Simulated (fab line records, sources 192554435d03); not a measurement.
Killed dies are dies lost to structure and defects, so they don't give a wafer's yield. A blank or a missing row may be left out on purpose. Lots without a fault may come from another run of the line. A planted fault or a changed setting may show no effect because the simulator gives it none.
Which tool did it? | flow n5_finfet | 11 lots, 33 wafers sampled, at 3 steps of a route of 1938

WHAT THE GAUGES READ, wafer by wafer
N5_BEOL_M9_INSPECT_58: inspects for defects (darkfield).
lot  | measured     | on                | raw_defect_count
L221 | day 9 21:41  | defect_inspect-02 | 127 107 130
L222 | day 9 22:07  | defect_inspect-02 | 67 42 55
L224 | day 10 01:15 | defect_inspect-01 | 51 61 111
L223 | day 10 01:32 | defect_inspect-02 | 59 116 83
L225 | day 10 10:47 | defect_inspect-01 | 1132 1170 1091
L228 | day 10 22:49 | defect_inspect-01 | 1087 1130 1178
L229 | day 11 05:02 | defect_inspect-02 | 1158 1130 1101
L240 | day 14 07:26 | defect_inspect-01 | 59 91 56
L241 | day 14 21:38 | defect_inspect-01 | 59 73 75
L244 | day 16 03:11 | defect_inspect-02 | 81 54 99
L243 | day 16 04:53 | defect_inspect-01 | 73 82 74

WHICH TOOL RAN EACH LOT (tool, then ch and the chambers of the sampled wafers, then the start)
lot  | N5_BEOL_M9_PRE_CLEAN_45      | N5_BEOL_M9_PRE_CLEAN_55
L221 | pvd_sputter-02, day 9 19:09  | pecvd-02 ch 0,1, day 9 21:34
L222 | pvd_sputter-03, day 9 20:04  | pecvd-03 ch 0,1,2, day 9 21:59
L224 | pvd_sputter-03, day 9 23:14  | pecvd-02 ch 0,1,2, day 10 01:07
L223 | pvd_sputter-01, day 9 23:30  | pecvd-03 ch 0,2, day 10 01:25
L225 | pvd_sputter-02, day 10 09:08 | pecvd-03 ch 0,1, day 10 10:40
L228 | pvd_sputter-02, day 10 19:21 | pecvd-03 ch 0,1, day 10 22:41
L229 | pvd_sputter-03, day 11 03:26 | pecvd-03 ch 1,2, day 11 04:55
L240 | pvd_sputter-03, day 14 05:39 | pecvd-01 ch 0,2, day 14 07:19
L241 | pvd_sputter-02, day 14 19:37 | pecvd-02 ch 0,1, day 14 21:30
L244 | pvd_sputter-02, day 16 00:47 | pecvd-01 ch 0,1,2, day 16 03:03
L243 | pvd_sputter-03, day 16 03:19 | pecvd-02 ch 0,1,2, day 16 04:45
- N5_BEOL_M9_PRE_CLEAN_45: time 30 s.
- N5_BEOL_M9_PRE_CLEAN_55: time 15 s.

THE ANSWER, worked out from the rows above alone
Rule: what is usual is taken from the lots themselves. Put in order of their means at a reading, lots are off if they are a third of the lots or fewer, leave a main group of 4 or more, and stand apart from it by a gap of 3 or more times the standard deviation of the main group's means; of several such gaps the widest counts. A main group whose means are all the same, to the digits that the tables above print for the reading, isn't used. A lot without any number at a reading at which 4 lots or more have one is off too. The other lots that the step has rows for count as sound.
Off: L225, L228, L229, at N5_BEOL_M9_INSPECT_58 (raw_defect_count). The main group: mean 79, standard deviation 18.
A tool fits if, at a process step before that reading, it ran every lot that is off, and no sound lot after the first of them. The gauges at N5_BEOL_M9_INSPECT_58 are tried like those tools. One fits: pecvd-03 at N5_BEOL_M9_PRE_CLEAN_55. Its last sound lot is L223 (day 10 01:25), its first lot that is off L225 (day 10 10:40): a fault that began between those two fits.

WHAT THE SIMULATOR HAD PUT IN
Chamber particle source: pecvd-03, from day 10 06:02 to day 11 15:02, at N5_BEOL_M9_PRE_CLEAN_55. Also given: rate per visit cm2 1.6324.
Lots struck among those shown: L225, L228, L229. The rule above found the same.
